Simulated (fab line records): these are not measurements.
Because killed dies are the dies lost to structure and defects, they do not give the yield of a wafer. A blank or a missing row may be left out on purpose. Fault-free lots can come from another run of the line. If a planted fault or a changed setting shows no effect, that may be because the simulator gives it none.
fab line records	flow n5-finfet	part 1 of 2: steps 1 to 23 of 30
[record] lots = 5	wafers = 15	last-day = 18
route steps=1938 shown BEOL_M6@1253 BEOL_M7@1263
lots that met no fault: taken from a fault-free run of the same line
start-h: the number of hours between the record's first day and the start of the first shown wafer of the lot	wait-h: hours elapsed since this lot's preceding step	" as in the row above	L1.1+2: a single row standing in for several wafers	- either no value or no given start	* or withheld: withheld	< > ~ a bound
route shown NAME@n: names a module that has steps shown in the file, with the first one's number in the route	usual: mean and standard deviation over wafers with no fault	same: alike in all rows	chamber/n: place in a boat	sites: each site's reading	_std_site: the values' standard deviation	_edge_site: outer sites' mean less inner sites'	radius-mm: for every site, how far away it sits from the centre of the wafer	mask NAME#n: copy n	behind: the last tool/chamber to shape the wafer	hold: the reason the lot was held/the length of the hold in hours/how it ended	device: transistor that didn't switch, given as n, p or np	end of line: tests run on the same wafers once the route is complete	step lacking rows: just its recipe	killed: at the first sort, the dies lost to defects and structure; wafer yield is something else	map: a wafer's dies, x killed, . not, _ none there
set.NAME: the run value of the setting; set.NAME@STEP: its run value at that earlier step	model.NAME: the simulator's own value behind a step, which no gauge read
lots seen at some steps along the route; tables by step, rows by wafer
services: the hour from which a tool's chamber was out of use, counted from the record's first day as start-h (under 0 if before that day), plus the number of hours and why
[[steps]]
[step N5_BEOL_M6_CVD_78]
[recipe] material = Co	target-thk-a = 20	temp-c = withheld	precursor = CCTBA/H2	pressure-torr = 30	time-s = 142.3
lot.wafer	tool	chamber	start-h	wait-h
L077.1+4+6	cvd-co-01	1,1,0	201.85	0.1
L085.1+5+6	cvd-co-02	0,1,0	267.53	0.1
L091.1+4+6	cvd-co-01	0,1,0	298.13	0.0
L092.1+3+5	cvd-co-01	1,0,2	302.96	0.1
L097.1+4+6	cvd-co-02	2,0,1	322.28	0.0
[step N5_BEOL_M6_SPUTTER_48]
[recipe] material = Cu	target-thk-a = 100	temp-c = -20	bias-v = 60	power-w = 26000	chamber-pressure-pa = 0.13	time-s = 1.667
[usual] chuck-sensor-temp-C = -16.0/0.42	susceptor-temp-C = -19.99/0.11	throttle-valve-pct = 29.6/1.1
lot.wafer	tool	chamber	start-h	wait-h	chuck-sensor-temp-C	susceptor-temp-C	throttle-valve-pct
L077.1	pvd-sputter-02	-	201.97	0.1	-16.4	-20.06	27.5
L077.4	"	-	"	"	-16.1	-19.85	29.8
L077.6	"	-	"	"	-16.2	-20.13	27.4
L085.1	pvd-sputter-01	-	267.66	0.1	-16.4	-20.02	29.9
L085.5	"	-	"	"	-15.9	-19.97	29.2
L085.6	"	-	"	"	-15.5	-20.18	31.1
L091.1	pvd-sputter-01	-	298.34	0.2	-16.1	-20.09	29.7
L091.4	"	-	"	"	-15.2	-19.86	27.6
L091.6	"	-	"	"	-15.8	-20.07	29.4
L092.1	pvd-sputter-01	-	303.08	0.1	-15.6	-19.96	27.7
L092.3	"	-	"	"	-16.2	-19.97	29.7
L092.5	"	-	"	"	-16.0	-20.07	29.8
L097.1	pvd-sputter-03	-	322.50	0.2	-16.2	-20.09	31.2
L097.4	"	-	"	"	-16.2	-19.98	31.0
L097.6	"	-	"	"	-16.7	-20.07	30.7
[step N5_BEOL_M6_ECD_50]
[recipe] material = Cu	target-thk-a = 3000
lot.wafer	tool	chamber	start-h	wait-h
L077.1+4+6	ecd-cu-01	1	202.09	0.1
L085.1+5+6	ecd-cu-01	1,0,1	267.78	0.1
L091.1+4+6	ecd-cu-01	0,0,1	298.46	0.1
L092.1+3+5	ecd-cu-02	0	303.20	0.1
L097.1+4+6	ecd-cu-02	0,1,0	322.62	0.1
[step N5_BEOL_M6_ANNEAL_51]
[recipe] temp-c = 225	time-s = 90	ambient = N2
[usual] anneal-temp-c = 224.97/0.16	wafer_temp_C_max = 225.81/0.29
lot.wafer	tool	chamber	start-h	wait-h	anneal-temp-c	wafer_temp_C_max
L077.1	rtp-anneal-02	0	202.18	0.1	224.75	226.25
L077.4	"	0	"	"	224.89	226.10
L077.6	"	0	"	"	224.92	226.57
L085.1	rtp-anneal-01	0	268.38	0.6	225.01	225.57
L085.5	"	0	"	"	225.12	225.62
L085.6	"	0	"	"	224.88	225.54
L091.1	rtp-anneal-02	0	298.69	0.2	225.04	225.61
L091.4	"	0	"	"	225.20	225.88
L091.6	"	0	"	"	224.97	225.85
L092.1	rtp-anneal-02	0	303.29	0.1	225.15	225.83
L092.3	"	0	"	"	224.93	225.90
L092.5	"	0	"	"	225.48	226.33
L097.1	rtp-anneal-02	0	322.71	0.1	225.17	225.85
L097.4	"	0	"	"	224.96	226.15
L097.6	"	0	"	"	224.92	225.75
[step N5_BEOL_M6_CMP_52]
[recipe] stop-on = SiCOH_lowk	t-overpolish-s = 6.9	down-force-psi = 1	platen-rpm = 50	clearing-platen-down-force-psi = 1.5	clearing-platen-rpm = 50	post-cmp-clean = cu-alkaline	target-thk-nm = 80	clearing-platen-pad-velocity-m-s = 0.99484	pad-velocity-m-s = 0.99484
[usual] barrier-field-endpoint-s = 28.8/0.79	edge-zone-pressure-frac = 1.000/0.0054	motor-current-A = 6.0/0.77	overpolish-run-s = 6.900/0.0081	time-to-endpoint-s = 63.0/2.8
lot.wafer	tool	chamber	start-h	wait-h	barrier-field-endpoint-s	edge-zone-pressure-frac	motor-current-A	overpolish-run-s	time-to-endpoint-s
L077.4	cmp-04	0	202.48	0.1	28.5	1.004	5.6	6.903	58.7
L077.1	"	2	"	"	28.4	1.004	7.5	6.899	61.5
L077.6	"	0	"	"	29.2	0.996	5.7	6.912	62.5
L085.1	cmp-01	2	268.73	0.3	29.0	0.998	5.8	6.897	65.9
L085.5	"	1	"	"	29.0	1.010	4.8	6.891	60.6
L085.6	"	2	"	"	29.4	0.987	5.9	6.882	62.4
L091.4	cmp-02	3	299.02	0.2	28.2	1.007	6.1	6.904	63.9
L091.1	"	0	"	"	28.3	1.000	6.1	6.885	65.5
L091.6	"	2	"	"	28.4	0.999	7.5	6.908	63.6
L092.1	cmp-02	3	303.60	0.3	29.9	0.996	6.2	6.904	63.3
L092.3	"	0	"	"	29.4	0.995	6.0	6.890	65.0
L092.5	"	3	"	"	30.3	0.994	6.0	6.908	66.9
L097.4	cmp-04	2	323.10	0.2	28.0	0.995	7.1	6.905	62.9
L097.1	"	3	"	"	26.9	0.999	5.6	6.899	59.4
L097.6	"	1	"	"	27.9	0.989	5.6	6.894	61.3
[step N5_BEOL_M6_THK_MEAS_53]
[recipe] thk-meas-gauge = xrf	reads = Cu_of_BEOL_M6_ECD_50
[usual] M6_THK = 80.2/1.5
lot.wafer	tool	chamber	start-h	wait-h	M6_THK[nm]
L077.1	film-metro-02	-	202.78	-	79.5
L077.4	"	-	"	"	77.3
L077.6	"	-	"	"	81.7
L085.1	film-metro-02	-	268.99	-	81.7
L085.5	"	-	"	"	82.3
L085.6	"	-	"	"	80.7
L091.1	film-metro-01	-	299.28	-	79.8
L091.4	"	-	"	"	82.1
L091.6	"	-	"	"	82.6
L092.1	film-metro-01	-	303.90	-	80.5
L092.3	"	-	"	"	80.2
L092.5	"	-	"	"	82.2
L097.1	film-metro-02	-	323.32	-	78.9
L097.4	"	-	"	"	81.9
L097.6	"	-	"	"	77.8
[step N5_BEOL_M6_PRE_CLEAN_55]
[recipe] gas = NH3	time-s = 15	temp-c = withheld	rf-power-w = 300
lot.wafer	tool	chamber	start-h	wait-h
L077.1+4+6	pecvd-03	1,0,0	202.81	0.0
L085.1+5+6	pecvd-02	2,0,2	269.02	0.0
L091.1+4+6	pecvd-03	2,1,0	299.32	0.0
L092.1+3+5	pecvd-03	0,1,2	303.94	0.0
L097.1+4+6	pecvd-02	1,0,2	323.35	0.0
[step N5_BEOL_M6_DEP_56]
[recipe] material = SiCN	target-thk-a = 100	temp-c = withheld	precursor = 3MS/NH3	pressure-torr = 3	rf-w = 202	time-s = 17.5
[usual] showerhead-plenum-p-Torr = 3.669/0.017	throttle-valve-pct = 9.1/0.69
lot.wafer	tool	chamber	start-h	wait-h	showerhead-plenum-p-Torr	throttle-valve-pct
L077.1	pecvd-03	1	202.85	0.0	3.685	8.2
L077.4	"	0	"	"	3.685	10.1
L077.6	"	0	"	"	3.682	10.0
L085.1	pecvd-02	2	269.05	0.0	3.639	8.8
L085.5	"	0	"	"	3.686	9.9
L085.6	"	2	"	"	3.633	8.7
L091.1	pecvd-03	2	299.34	0.0	3.653	8.4
L091.4	"	1	"	"	3.688	7.9
L091.6	"	0	"	"	3.684	10.2
L092.1	pecvd-03	0	303.96	0.0	3.694	9.8
L092.3	"	1	"	"	3.684	8.2
L092.5	"	2	"	"	3.655	8.2
L097.1	pecvd-02	1	323.38	0.0	3.627	8.8
L097.4	"	0	"	"	3.687	10.0
L097.6	"	2	"	"	3.640	8.5
[step N5_BEOL_M6_RS_MEAS_57]
[recipe] thk-meas-gauge = four-point-probe	reads = Cu_of_BEOL_M6_ECD_50+Co_of_BEOL_M6_CVD_78+TaN_of_BEOL_M6_ALD_77
[usual] M6_RS = 0.285/0.0065
lot.wafer	tool	chamber	start-h	wait-h	M6_RS[ohm/sq]
L077.1	film-metro-01	-	202.94	0.1	0.285
L077.4	"	-	"	"	0.296
L077.6	"	-	"	"	0.278
L085.1	film-metro-02	-	269.12	0.1	0.279
L085.5	"	-	"	"	0.277
L085.6	"	-	"	"	0.283
L091.1	film-metro-02	-	299.41	0.1	0.283
L091.4	"	-	"	"	0.273
L091.6	"	-	"	"	0.272
L092.1	film-metro-02	-	304.03	0.1	0.283
L092.3	"	-	"	"	0.283
L092.5	"	-	"	"	0.277
L097.1	film-metro-01	-	323.45	0.1	0.290
L097.4	"	-	"	"	0.280
L097.6	"	-	"	"	0.298
[step N5_BEOL_M6_INSPECT_58]
[recipe] inspect-instrument = darkfield	mode = post-dep
[usual] raw-defect-count = 66/23
lot.wafer	tool	chamber	start-h	wait-h	raw-defect-count
L077.1	defect-inspect-01	-	202.96	0.0	97
L077.4	"	-	"	"	82
L077.6	"	-	"	"	64
L085.1	defect-inspect-02	-	269.14	0.0	86
L085.5	"	-	"	"	72
L085.6	"	-	"	"	77
L091.1	defect-inspect-01	-	299.44	0.0	45
L091.4	"	-	"	"	68
L091.6	"	-	"	"	51
L092.1	defect-inspect-02	-	304.06	0.0	72
L092.3	"	-	"	"	62
L092.5	"	-	"	"	58
L097.1	defect-inspect-01	-	323.47	0.0	64
L097.4	"	-	"	"	55
L097.6	"	-	"	"	32
[step N5_BEOL_M7_ILD_DEP_00]
[recipe] material = SiCOH_lowk	target-thk-a = 1797.5	temp-c = 300	precursor = DEMS/porogen	pressure-torr = 5	rf-w = 500	time-s = 33.4
[usual] heater-power-w = 308/40	showerhead-plenum-p-Torr = 5.735/0.017	susceptor-temp-C = 300.02/0.18	throttle-valve-pct = 13.9/0.7
lot.wafer	tool	chamber	start-h	wait-h	heater-power-w	showerhead-plenum-p-Torr	susceptor-temp-C	throttle-valve-pct
L077.1	pecvd-04	1	203.00	0.0	305	5.738	300.20	14.6
L077.4	"	2	"	"	266	5.709	300.33	12.7
L077.6	"	1	"	"	302	5.742	300.02	14.5
L085.1	pecvd-04	1	269.18	0.0	284	5.732	299.80	14.3
L085.5	"	2	"	"	324	5.712	300.29	12.7
L085.6	"	1	"	"	297	5.722	300.19	14.2
L091.1	pecvd-04	0	299.47	0.0	303	5.764	300.35	13.7
L091.4	"	1	"	"	293	5.733	300.00	14.3
L091.6	"	2	"	"	326	5.728	299.86	12.9
L092.1	pecvd-04	1	304.09	0.0	291	5.732	300.08	14.4
L092.3	"	0	"	"	311	5.764	300.22	13.8
L092.5	"	2	"	"	329	5.720	299.70	12.7
L097.1	pecvd-04	1	323.51	0.0	303	5.729	300.02	14.4
L097.4	"	0	"	"	296	5.755	299.78	14.0
L097.6	"	2	"	"	307	5.726	299.98	13.0
[step N5_BEOL_M7_CURE_74]
[recipe] temp-c = 385	time-s = 240	ambient = He/Ar	material = SiCOH_lowk
[usual] lamp-power-pct = 52.31/0.057	wafer_temp_C_max = 386.6/0.49
lot.wafer	tool	chamber	start-h	wait-h	lamp-power-pct	wafer_temp_C_max
L077.1	uv-cure-03	0	203.07	0.0	52.44	386.7
L077.4	"	0	"	"	52.36	386.7
L077.6	"	0	"	"	52.29	386.4
L085.1	uv-cure-02	0	269.24	0.0	52.37	386.5
L085.5	"	0	"	"	52.20	386.4
L085.6	"	0	"	"	52.31	386.6
L091.1	uv-cure-03	1	299.54	0.0	52.35	386.7
L091.4	"	1	"	"	52.37	386.3
L091.6	"	1	"	"	52.32	386.2
L092.1	uv-cure-02	0	304.16	0.0	52.32	387.5
L092.3	"	0	"	"	52.24	386.8
L092.5	"	0	"	"	52.33	386.9
L097.1	uv-cure-02	0	323.57	0.0	52.29	386.8
L097.4	"	0	"	"	52.28	386.4
L097.6	"	0	"	"	52.35	386.8
[step N5_BEOL_M7_THK_MEAS_01]
[recipe] reads = SiCOH_lowk_of_BEOL_M7_ILD_DEP_00
[usual] M7_ILD_THK = 155.2/1.7
lot.wafer	tool	chamber	start-h	wait-h	M7_ILD_THK[nm]
L077.1	film-metro-01	-	203.58	0.4	154.0
L077.4	"	-	"	"	155.8
L077.6	"	-	"	"	156.5
L085.1	film-metro-01	-	270.24	0.8	154.5
L085.5	"	-	"	"	155.9
L085.6	"	-	"	"	156.4
L091.1	film-metro-01	-	300.05	0.4	155.2
L091.4	"	-	"	"	156.2
L091.6	"	-	"	"	153.8
L092.1	film-metro-01	-	304.67	0.4	152.0
L092.3	"	-	"	"	152.6
L092.5	"	-	"	"	153.4
L097.1	film-metro-01	-	324.09	0.4	152.1
L097.4	"	-	"	"	157.6
L097.6	"	-	"	"	155.0
[step N5_BEOL_M7_PECVD_70]
[recipe] material = SiO2	target-thk-a = 200	temp-c = 400	precursor = TEOS/O2	pressure-torr = 5.5	rf-w = 450	teos-flow-sccm = 53.8	gas = O2	flow-sccm = 3000	time-s = 22.7
[usual] heater-power-w = 740/94	showerhead-plenum-p-Torr = 8.76/0.059	susceptor-temp-C = 400.01/0.19	throttle-valve-pct = 22.7/1
lot.wafer	tool	chamber	start-h	wait-h	heater-power-w	showerhead-plenum-p-Torr	susceptor-temp-C	throttle-valve-pct
L077.1	pecvd-01	0	203.62	0.0	732	8.82	400.21	23.4
L077.4	"	2	"	"	838	8.70	400.21	22.5
L077.6	"	1	"	"	852	8.82	400.15	23.7
L085.1	pecvd-02	2	270.27	0.0	559	8.68	399.86	21.4
L085.5	"	2	"	"	559	8.67	399.74	21.4
L085.6	"	0	"	"	769	8.88	399.96	24.4
L091.1	pecvd-01	1	300.09	0.0	905	8.84	399.86	23.8
L091.4	"	2	"	"	776	8.72	400.09	23.0
L091.6	"	0	"	"	752	8.83	399.81	23.3
L092.1	pecvd-01	0	304.71	0.0	668	8.83	399.75	23.2
L092.3	"	2	"	"	824	8.69	400.13	23.0
L092.5	"	0	"	"	656	8.80	399.65	23.4
L097.1	pecvd-01	0	324.12	0.0	622	8.81	399.76	23.5
L097.4	"	0	"	"	619	8.81	400.18	23.3
L097.6	"	1	"	"	894	8.80	399.87	23.4
[step N5_BEOL_M7_HM_DEP_02]
[recipe] material = TiN	target-thk-a = 200	temp-c = 25	chamber-pressure-pa = 0.49996
[usual] susceptor-temp-C = 24.99/0.1	throttle-valve-pct = 29.6/1.2
lot.wafer	tool	chamber	start-h	wait-h	susceptor-temp-C	throttle-valve-pct
L077.1	pvd-sputter-02	-	204.73	1.1	25.14	31.4
L077.4	"	-	"	"	24.95	30.0
L077.6	"	-	"	"	24.91	27.3
L085.1	pvd-sputter-01	-	270.87	0.6	25.20	31.0
L085.5	"	-	"	"	25.04	27.5
L085.6	"	-	"	"	25.13	29.6
L091.1	pvd-sputter-02	-	300.15	0.0	24.85	27.5
L091.4	"	-	"	"	25.21	31.0
L091.6	"	-	"	"	24.99	29.7
L092.1	pvd-sputter-01	-	305.38	0.7	24.98	29.2
L092.3	"	-	"	"	24.93	27.5
L092.5	"	-	"	"	24.84	29.0
L097.1	pvd-sputter-02	-	325.29	1.2	25.02	31.0
L097.4	"	-	"	"	24.91	29.8
L097.6	"	-	"	"	25.08	27.4
[step N5_BEOL_M7_COAT_59]
[recipe] resist = SOC	temp-c = 250	time-s = 60	spin-rpm = 1500	resist-thk-nm = 100
[usual] dispense-pressure-kPa = 47/3.5	exhaust-pa = 44.7/0.78
lot.wafer	tool	chamber	start-h	wait-h	dispense-pressure-kPa	exhaust-pa
L077.1	litho-track-05	0	204.86	0.1	41	44.9
L077.4	"	0	"	"	41	45.4
L077.6	"	0	"	"	41	44.8
L085.1	litho-track-03	0	271.00	0.1	50	44.8
L085.5	"	0	"	"	50	44.2
L085.6	"	0	"	"	50	44.5
L091.1	litho-track-05	0	300.27	0.1	41	44.1
L091.4	"	0	"	"	41	44.0
L091.6	"	0	"	"	41	44.4
L092.1	litho-track-05	0	305.51	0.1	41	44.5
L092.3	"	0	"	"	41	43.4
L092.5	"	0	"	"	41	44.4
L097.1	litho-track-04	0	325.42	0.1	48	44.6
L097.4	"	0	"	"	48	46.0
L097.6	"	0	"	"	47	46.0
[step N5_BEOL_M7_COAT_60]
[recipe] resist = SiARC	temp-c = 220	time-s = 60	spin-rpm = 1500	resist-thk-nm = 35
[usual] dispense-pressure-kPa = 47/3.5	exhaust-pa = 45.0/1
lot.wafer	tool	chamber	start-h	wait-h	dispense-pressure-kPa	exhaust-pa
L077.1	litho-track-05	0	-	-	41	44.3
L077.4	"	0	"	"	41	44.5
L077.6	"	0	"	"	41	44.3
L085.1	litho-track-03	0	-	-	50	45.1
L085.5	"	0	"	"	50	46.4
L085.6	"	0	"	"	50	48.0
L091.1	litho-track-05	0	-	-	41	46.3
L091.4	"	0	"	"	41	46.0
L091.6	"	0	"	"	41	46.1
L092.1	litho-track-05	0	-	-	41	45.2
L092.3	"	0	"	"	41	43.7
L092.5	"	0	"	"	41	44.2
L097.1	litho-track-04	0	-	-	48	43.3
L097.4	"	0	"	"	48	43.6
L097.6	"	0	"	"	48	44.2
[step N5_BEOL_M7_COAT_05]
[recipe] resist = CAR-ArF	spin-rpm = 1500	resist-thk-nm = 90
[usual] dispense-pressure-kPa = 47/3.5	exhaust-pa = 44.9/0.79
lot.wafer	tool	chamber	start-h	wait-h	dispense-pressure-kPa	exhaust-pa
L077.1	litho-track-05	0	-	-	41	46.1
L077.4	"	0	"	"	41	44.8
L077.6	"	0	"	"	41	45.6
L085.1	litho-track-03	0	-	-	50	45.5
L085.5	"	0	"	"	50	44.4
L085.6	"	0	"	"	50	45.2
L091.1	litho-track-05	0	-	-	41	45.1
L091.4	"	0	"	"	41	44.2
L091.6	"	0	"	"	41	45.0
L092.1	litho-track-05	0	-	-	41	45.3
L092.3	"	0	"	"	41	44.9
L092.5	"	0	"	"	41	45.7
L097.1	litho-track-04	0	-	-	48	45.0
L097.4	"	0	"	"	48	43.5
L097.6	"	0	"	"	48	45.3
[step N5_BEOL_M7_EBR_07]
[recipe] solvent = PGMEA	ebr-width-mm = 1.5
[usual] exhaust-pa = 44.9/0.89
lot.wafer	tool	chamber	start-h	wait-h	exhaust-pa
L077.1	litho-track-05	0	-	-	44.7
L077.4	"	0	"	"	44.3
L077.6	"	0	"	"	45.1
L085.1	litho-track-03	0	-	-	45.3
L085.5	"	0	"	"	44.1
L085.6	"	0	"	"	44.1
L091.1	litho-track-05	0	-	-	44.9
L091.4	"	0	"	"	44.9
L091.6	"	0	"	"	44.6
L092.1	litho-track-05	0	-	-	43.8
L092.3	"	0	"	"	43.5
L092.5	"	0	"	"	44.4
L097.1	litho-track-04	0	-	-	46.0
L097.4	"	0	"	"	45.6
L097.6	"	0	"	"	43.3
[step N5_BEOL_M7_SOFTBAKE_06]
[recipe] temp-c = 110	time-s = 60	resist = CAR-ArF
[usual] exhaust-pa = 45.1/0.84
lot.wafer	tool	chamber	start-h	wait-h	exhaust-pa
L077.1	litho-track-05	0	-	-	45.5
L077.4	"	0	"	"	44.8
L077.6	"	0	"	"	46.1
L085.1	litho-track-03	0	-	-	44.9
L085.5	"	0	"	"	45.8
L085.6	"	0	"	"	44.3
L091.1	litho-track-05	0	-	-	47.5
L091.4	"	0	"	"	45.4
L091.6	"	0	"	"	45.5
L092.1	litho-track-05	0	-	-	45.2
L092.3	"	0	"	"	46.4
L092.5	"	0	"	"	44.4
L097.1	litho-track-04	0	-	-	45.3
L097.4	"	0	"	"	45.4
L097.6	"	0	"	"	46.4
[step N5_BEOL_M7_EXPOSE_08]
[recipe] mask-id = M7	na = 1.35	source-shape = dipole	sigma-inner = 0.817	sigma-outer = 0.97	polarization = te	dose-mj = 68.25
[usual] stage-vel-mm-s = 500.01/0.25
[same] dipole-opening-deg = 35
lot.wafer	tool	chamber	start-h	wait-h	mask	stage-vel-mm-s
L077.1	arfi-scanner-01	0	205.10	-	M7#0	499.87
L077.4	"	0	"	"	M7#0	499.76
L077.6	"	0	"	"	M7#0	500.07
L085.1	arfi-scanner-03	0	271.24	-	M7#0	500.25
L085.5	"	0	"	"	M7#0	500.18
L085.6	"	0	"	"	M7#0	500.29
L091.1	arfi-scanner-01	0	300.52	-	M7#0	499.75
L091.4	"	0	"	"	M7#0	500.08
L091.6	"	0	"	"	M7#0	499.70
L092.1	arfi-scanner-01	0	305.75	-	M7#0	500.10
L092.3	"	0	"	"	M7#0	500.49
L092.5	"	0	"	"	M7#0	499.87
L097.1	arfi-scanner-01	0	325.66	-	M7#0	499.63
L097.4	"	0	"	"	M7#0	499.97
L097.6	"	0	"	"	M7#0	499.55
[step N5_BEOL_M7_PEB_09]
[recipe] peb-temp-c = withheld	peb-time-s = 60	resist = CAR-ArF
[usual] exhaust-pa = 45.1/0.93
lot.wafer	tool	chamber	start-h	wait-h	exhaust-pa
L077.1	litho-track-03	0	205.16	0.1	45.0
L077.4	"	0	"	"	44.6
L077.6	"	0	"	"	43.7
L085.1	litho-track-04	0	271.30	0.1	43.8
L085.5	"	0	"	"	44.1
L085.6	"	0	"	"	44.3
L091.1	litho-track-04	0	300.58	0.1	46.0
L091.4	"	0	"	"	45.8
L091.6	"	0	"	"	46.3
L092.1	litho-track-05	0	305.81	0.1	46.3
L092.3	"	0	"	"	43.4
L092.5	"	0	"	"	46.1
L097.1	litho-track-03	0	325.72	0.1	44.7
L097.4	"	0	"	"	45.5
L097.6	"	0	"	"	45.7
[step N5_BEOL_M7_DEVELOP_10]
[recipe] develop-time-s = 30	developer = TMAH	resist = CAR-ArF	rinse-liquid = diw	dry = air-spin	dev-temp-c = 23
[usual] exhaust-pa = 44.8/0.83
lot.wafer	tool	chamber	start-h	wait-h	exhaust-pa
L077.1	litho-track-03	0	-	-	46.0
L077.4	"	0	"	"	43.7
L077.6	"	0	"	"	44.4
L085.1	litho-track-04	0	-	-	44.7
L085.5	"	0	"	"	43.1
L085.6	"	0	"	"	46.3
L091.1	litho-track-04	0	-	-	45.0
L091.4	"	0	"	"	45.7
L091.6	"	0	"	"	46.9
L092.1	litho-track-05	0	-	-	44.9
L092.3	"	0	"	"	44.0
L092.5	"	0	"	"	44.1
L097.1	litho-track-03	0	-	-	43.4
L097.4	"	0	"	"	44.4
L097.6	"	0	"	"	43.4
